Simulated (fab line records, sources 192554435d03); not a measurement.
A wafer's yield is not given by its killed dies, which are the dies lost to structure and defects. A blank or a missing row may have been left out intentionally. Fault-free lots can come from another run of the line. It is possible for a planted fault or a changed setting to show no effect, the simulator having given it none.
fab line records | flow n5_finfet | part 2 of 2: steps 21 to 31 of 31
record: lots: 5 | wafers: 15 | last_day: 17
route steps=1938 shown BEOL_M9@1406
lots that met no fault: from a run of the same line without faults
start_h: hours from the record's first day to the start of the lot's first wafer shown | wait_h: hours since the lot's step before | " unchanged from the row above | L1.1+2: a row that stands for several wafers | - value missing, or start not given | * or withheld: withheld | < > ~ a bound
route shown NAME@n: NAME is a module with steps in the file, n the number in the route of the first one | usual: mean/standard deviation taken from wafers without a fault | same: alike in all rows | chamber/n: place in a boat | sites: per-site readings | _std_site: standard deviation across them | _edge_site: the outer-site mean with the inner-site mean subtracted | radius_mm: for every site, how far away it sits from the centre of the wafer | mask NAME#n: copy n | behind: tool/chamber where the wafer was last shaped | hold: cause of the lot's hold/its duration in hours/its outcome | device: names the non-switching transistor (n, p or np) | end of line: tests of these same wafers at the route's end | step lacking rows: just its recipe | killed: the dies lost at the first sort to structure and to defects; this is not the yield of the wafer | map: per-die view of a wafer (x killed, . not killed, _ where there is no die)
set.NAME: the setting as run; set.NAME@STEP: as run at that earlier step | model.NAME: the simulator's own value behind a step, which no gauge read
a table for each step, a row for each wafer; lots at some steps of the route
services: when a tool's chamber went out of use (start_h, in hours from the record's first day, below 0 if earlier), for how many hours, and the reason
== steps ==
step: N5_BEOL_M9_COAT_64
recipe: resist: SiARC | temp_c: 220 | time_s: 60 | spin_rpm: 1500 | resist_thk_nm: 12
usual: exhaust_pa: 45.0/0.99
lot.wafer | tool           | chamber | start_h | wait_h | exhaust_pa
L075.2    | litho_track-04 | 0       | -       | -      | 43.7
L075.3    | "              | 0       | "       | "      | 45.7
L075.4    | "              | 0       | "       | "      | 45.7
L080.2    | litho_track-02 | 0       | -       | -      | 45.6
L080.4    | "              | 0       | "       | "      | 46.2
L080.6    | "              | 0       | "       | "      | 46.4
L088.3    | litho_track-02 | 0       | -       | -      | 42.6
L088.4    | "              | 0       | "       | "      | 44.2
L088.5    | "              | 0       | "       | "      | 42.4
L090.4    | litho_track-05 | 0       | -       | -      | 44.9
L090.5    | "              | 0       | "       | "      | 45.7
L090.6    | "              | 0       | "       | "      | 46.6
L092.4    | litho_track-02 | 0       | -       | -      | 45.1
L092.5    | "              | 0       | "       | "      | 45.0
L092.6    | "              | 0       | "       | "      | 45.4
step: N5_BEOL_M9_COAT_75
recipe: resist: underlayer | temp_c: 205 | time_s: 60 | spin_rpm: 1500 | resist_thk_nm: 5
usual: exhaust_pa: 45.2/0.93
lot.wafer | tool           | chamber | start_h | wait_h | exhaust_pa
L075.2    | litho_track-04 | 0       | -       | -      | 44.9
L075.3    | "              | 0       | "       | "      | 44.8
L075.4    | "              | 0       | "       | "      | 45.6
L080.2    | litho_track-02 | 0       | -       | -      | 45.2
L080.4    | "              | 0       | "       | "      | 45.4
L080.6    | "              | 0       | "       | "      | 45.8
L088.3    | litho_track-02 | 0       | -       | -      | 47.3
L088.4    | "              | 0       | "       | "      | 44.8
L088.5    | "              | 0       | "       | "      | 46.1
L090.4    | litho_track-05 | 0       | -       | -      | 45.8
L090.5    | "              | 0       | "       | "      | 45.7
L090.6    | "              | 0       | "       | "      | 44.8
L092.4    | litho_track-02 | 0       | -       | -      | 44.8
L092.5    | "              | 0       | "       | "      | 45.3
L092.6    | "              | 0       | "       | "      | 45.1
step: N5_BEOL_M9_COAT_22
recipe: resist: CAR-EUV | spin_rpm: 1500 | resist_thk_nm: 30
usual: exhaust_pa: 44.9/0.84
lot.wafer | tool           | chamber | start_h | wait_h | exhaust_pa
L075.2    | litho_track-04 | 0       | -       | -      | 45.5
L075.3    | "              | 0       | "       | "      | 43.7
L075.4    | "              | 0       | "       | "      | 43.4
L080.2    | litho_track-02 | 0       | -       | -      | 45.3
L080.4    | "              | 0       | "       | "      | 45.9
L080.6    | "              | 0       | "       | "      | 45.9
L088.3    | litho_track-02 | 0       | -       | -      | 45.2
L088.4    | "              | 0       | "       | "      | 44.5
L088.5    | "              | 0       | "       | "      | 45.2
L090.4    | litho_track-05 | 0       | -       | -      | 45.5
L090.5    | "              | 0       | "       | "      | 44.6
L090.6    | "              | 0       | "       | "      | 44.9
L092.4    | litho_track-02 | 0       | -       | -      | 45.5
L092.5    | "              | 0       | "       | "      | 47.1
L092.6    | "              | 0       | "       | "      | 46.0
step: N5_BEOL_M9_EBR_24
recipe: solvent: PGMEA | ebr_width_mm: 1.5
usual: exhaust_pa: 44.9/0.94
lot.wafer | tool           | chamber | start_h | wait_h | exhaust_pa
L075.2    | litho_track-04 | 0       | -       | -      | 45.1
L075.3    | "              | 0       | "       | "      | 44.2
L075.4    | "              | 0       | "       | "      | 44.9
L080.2    | litho_track-02 | 0       | -       | -      | 45.1
L080.4    | "              | 0       | "       | "      | 45.6
L080.6    | "              | 0       | "       | "      | 46.5
L088.3    | litho_track-02 | 0       | -       | -      | 46.1
L088.4    | "              | 0       | "       | "      | 45.5
L088.5    | "              | 0       | "       | "      | 45.4
L090.4    | litho_track-05 | 0       | -       | -      | 46.6
L090.5    | "              | 0       | "       | "      | 46.8
L090.6    | "              | 0       | "       | "      | 43.8
L092.4    | litho_track-02 | 0       | -       | -      | 44.7
L092.5    | "              | 0       | "       | "      | 45.6
L092.6    | "              | 0       | "       | "      | 45.0
step: N5_BEOL_M9_SOFTBAKE_23
recipe: temp_c: 110 | time_s: 60 | resist: CAR-EUV
usual: exhaust_pa: 45.1/0.85
lot.wafer | tool           | chamber | start_h | wait_h | exhaust_pa
L075.2    | litho_track-04 | 0       | -       | -      | 44.5
L075.3    | "              | 0       | "       | "      | 45.2
L075.4    | "              | 0       | "       | "      | 45.8
L080.2    | litho_track-02 | 0       | -       | -      | 46.3
L080.4    | "              | 0       | "       | "      | 46.4
L080.6    | "              | 0       | "       | "      | 45.9
L088.3    | litho_track-02 | 0       | -       | -      | 44.7
L088.4    | "              | 0       | "       | "      | 46.8
L088.5    | "              | 0       | "       | "      | 44.0
L090.4    | litho_track-05 | 0       | -       | -      | 43.9
L090.5    | "              | 0       | "       | "      | 45.8
L090.6    | "              | 0       | "       | "      | 45.5
L092.4    | litho_track-02 | 0       | -       | -      | 46.6
L092.5    | "              | 0       | "       | "      | 44.6
L092.6    | "              | 0       | "       | "      | 45.3
step: N5_BEOL_M9_EXPOSE_25
recipe: mask_id: V8 | na: 0.33 | source_shape: annular | sigma_inner: 0.4 | sigma_outer: 0.8 | polarization: unpolarized | dose_mj: 37.25
lot.wafer  | tool           | chamber | start_h | wait_h | mask
L075.2+3+4 | euv_scanner-02 | 0       | 238.13  | -      | V8#0
L080.2+4+6 | euv_scanner-01 | 0       | 255.42  | -      | V8#0
L088.3+4+5 | euv_scanner-02 | 0       | 320.76  | -      | V8#0
L090.4+5+6 | euv_scanner-02 | 0       | 328.27  | -      | V8#0
L092.4+5+6 | euv_scanner-02 | 0       | 334.22  | -      | V8#0
step: N5_BEOL_M9_PEB_26
recipe: peb_temp_c: 100 | peb_time_s: 60 | resist: CAR-EUV
usual: exhaust_pa: 45.0/0.99
lot.wafer | tool           | chamber | start_h | wait_h | exhaust_pa
L075.2    | litho_track-02 | 0       | 238.19  | 0.0    | 43.6
L075.3    | "              | 0       | "       | "      | 44.9
L075.4    | "              | 0       | "       | "      | 43.7
L080.2    | litho_track-04 | 0       | 255.47  | 0.0    | 43.5
L080.4    | "              | 0       | "       | "      | 45.0
L080.6    | "              | 0       | "       | "      | 44.8
L088.3    | litho_track-02 | 0       | 320.81  | 0.0    | 42.3
L088.4    | "              | 0       | "       | "      | 42.8
L088.5    | "              | 0       | "       | "      | 45.4
L090.4    | litho_track-02 | 0       | 328.32  | 0.0    | 45.8
L090.5    | "              | 0       | "       | "      | 46.1
L090.6    | "              | 0       | "       | "      | 45.2
L092.4    | litho_track-02 | 0       | 334.26  | 0.0    | 45.1
L092.5    | "              | 0       | "       | "      | 46.0
L092.6    | "              | 0       | "       | "      | 45.1
step: N5_BEOL_M9_DEVELOP_27
recipe: develop_time_s: 30 | developer: TMAH | resist: CAR-EUV | rinse_liquid: surfactant_rinse | dry: air_spin | dev_temp_c: 23
usual: exhaust_pa: 45.0/0.97
lot.wafer | tool           | chamber | start_h | wait_h | exhaust_pa
L075.2    | litho_track-02 | 0       | -       | -      | 47.3
L075.3    | "              | 0       | "       | "      | 47.5
L075.4    | "              | 0       | "       | "      | 45.8
L080.2    | litho_track-04 | 0       | -       | -      | 44.9
L080.4    | "              | 0       | "       | "      | 45.4
L080.6    | "              | 0       | "       | "      | 45.3
L088.3    | litho_track-02 | 0       | -       | -      | 45.2
L088.4    | "              | 0       | "       | "      | 44.0
L088.5    | "              | 0       | "       | "      | 45.2
L090.4    | litho_track-02 | 0       | -       | -      | 45.9
L090.5    | "              | 0       | "       | "      | 45.5
L090.6    | "              | 0       | "       | "      | 44.7
L092.4    | litho_track-02 | 0       | -       | -      | 46.2
L092.5    | "              | 0       | "       | "      | 46.4
L092.6    | "              | 0       | "       | "      | 45.3
step: N5_BEOL_M9_CD_MEAS_28
recipe: target_cd_nm: 70 | landing_energy_ev: 500 | detector: se_inlens | polarity: opening
usual: cd_nm: 70.05/0.24
lot.wafer | tool      | chamber | start_h | wait_h | cd_nm
L075.2    | cd_sem-02 | 0       | 238.25  | -      | 70.28
L075.3    | "         | 0       | "       | "      | 70.01
L075.4    | "         | 0       | "       | "      | 70.29
L080.2    | cd_sem-03 | 0       | 255.54  | -      | 69.96
L080.4    | "         | 0       | "       | "      | 69.71
L080.6    | "         | 0       | "       | "      | 70.01
L088.3    | cd_sem-02 | 0       | 320.88  | -      | 69.89
L088.4    | "         | 0       | "       | "      | 69.77
L088.5    | "         | 0       | "       | "      | 69.65
L090.4    | cd_sem-03 | 0       | 328.38  | -      | 69.95
L090.5    | "         | 0       | "       | "      | 69.91
L090.6    | "         | 0       | "       | "      | 70.25
L092.4    | cd_sem-01 | 0       | 334.33  | -      | 70.19
L092.5    | "         | 0       | "       | "      | 69.99
L092.6    | "         | 0       | "       | "      | 69.95
step: N5_BEOL_M9_OVL_MEAS_29
recipe: points_per_wafer: 522
usual: V8_OVL: -0.3/0.65
lot.wafer | tool       | chamber | start_h | wait_h | V8_OVL[nm]
L075.2    | overlay-02 | 0       | 238.29  | 0.0    | 0.5
L075.3    | "          | 0       | "       | "      | 0.1
L075.4    | "          | 0       | "       | "      | 0.3
L080.2    | overlay-01 | 0       | 255.57  | 0.0    | 0.0
L080.4    | "          | 0       | "       | "      | 0.5
L080.6    | "          | 0       | "       | "      | -0.2
L088.3    | overlay-02 | 0       | 320.92  | 0.0    | -0.4
L088.4    | "          | 0       | "       | "      | 0.3
L088.5    | "          | 0       | "       | "      | -0.8
L090.4    | overlay-01 | 0       | 328.43  | 0.0    | -1.2
L090.5    | "          | 0       | "       | "      | 0.2
L090.6    | "          | 0       | "       | "      | -0.3
L092.4    | overlay-02 | 0       | 334.37  | 0.0    | -0.5
L092.5    | "          | 0       | "       | "      | -0.6
L092.6    | "          | 0       | "       | "      | -0.8
step: N5_BEOL_M9_INSPECT_30
recipe: mode: adi | inspect_instrument: brightfield
usual: raw_defect_count: 394/91
lot.wafer | tool              | chamber | start_h | wait_h | raw_defect_count
L075.2    | defect_inspect-02 | -       | 238.34  | 0.0    | 366
L075.3    | "                 | -       | "       | "      | 436
L075.4    | "                 | -       | "       | "      | 359
L080.2    | defect_inspect-01 | -       | 255.63  | 0.0    | 257
L080.4    | "                 | -       | "       | "      | 264
L080.6    | "                 | -       | "       | "      | 302
L088.3    | defect_inspect-02 | -       | 320.97  | 0.0    | 400
L088.4    | "                 | -       | "       | "      | 479
L088.5    | "                 | -       | "       | "      | 639
L090.4    | defect_inspect-01 | -       | 328.47  | 0.0    | 385
L090.5    | "                 | -       | "       | "      | 375
L090.6    | "                 | -       | "       | "      | 365
L092.4    | defect_inspect-01 | -       | 334.41  | 0.0    | 358
L092.5    | "                 | -       | "       | "      | 363
L092.6    | "                 | -       | "       | "      | 456
== services ==
tool            | chamber | start_h | hours | kind
arfi_scanner-01 | -       | 213.14  | 1.0   | pm
rie_metal-03    | -       | 225.57  | 28.1  | pm
arfi_scanner-01 | -       | 231.27  | 0.8   | pm
rie_diel-02     | 1       | 234.79  | 10.1  | repair
arfi_scanner-03 | -       | 249.57  | 3.1   | pm
euv_scanner-02  | -       | 260.52  | 1.0   | pm
arfi_scanner-03 | -       | 265.34  | 1.0   | pm
euv_scanner-01  | -       | 265.37  | 1.0   | pm
euv_scanner-01  | -       | 269.98  | 4.6   | pm
arfi_scanner-02 | -       | 270.20  | 0.8   | pm
euv_scanner-02  | -       | 272.27  | 0.2   | repair
arfi_scanner-02 | -       | 281.76  | 1.3   | pm
euv_scanner-01  | -       | 287.15  | 0.4   | repair
rie_diel-05     | 0       | 290.58  | 14.1  | repair
euv_scanner-01  | -       | 291.21  | 1.4   | repair
rie_metal-01    | -       | 292.87  | 14.6  | pm
rie_metal-03    | -       | 303.59  | 1.4   | pm
euv_scanner-01  | -       | 307.87  | 10.2  | repair
rie_metal-03    | 0       | 309.96  | 21.4  | repair
euv_scanner-02  | -       | 317.83  | 0.5   | repair
arfi_scanner-01 | -       | 319.63  | 3.9   | pm
euv_scanner-01  | -       | 321.52  | 1.0   | pm
rie_diel-06     | 2       | 323.89  | 4.5   | repair
arfi_scanner-03 | -       | 325.86  | 1.3   | pm
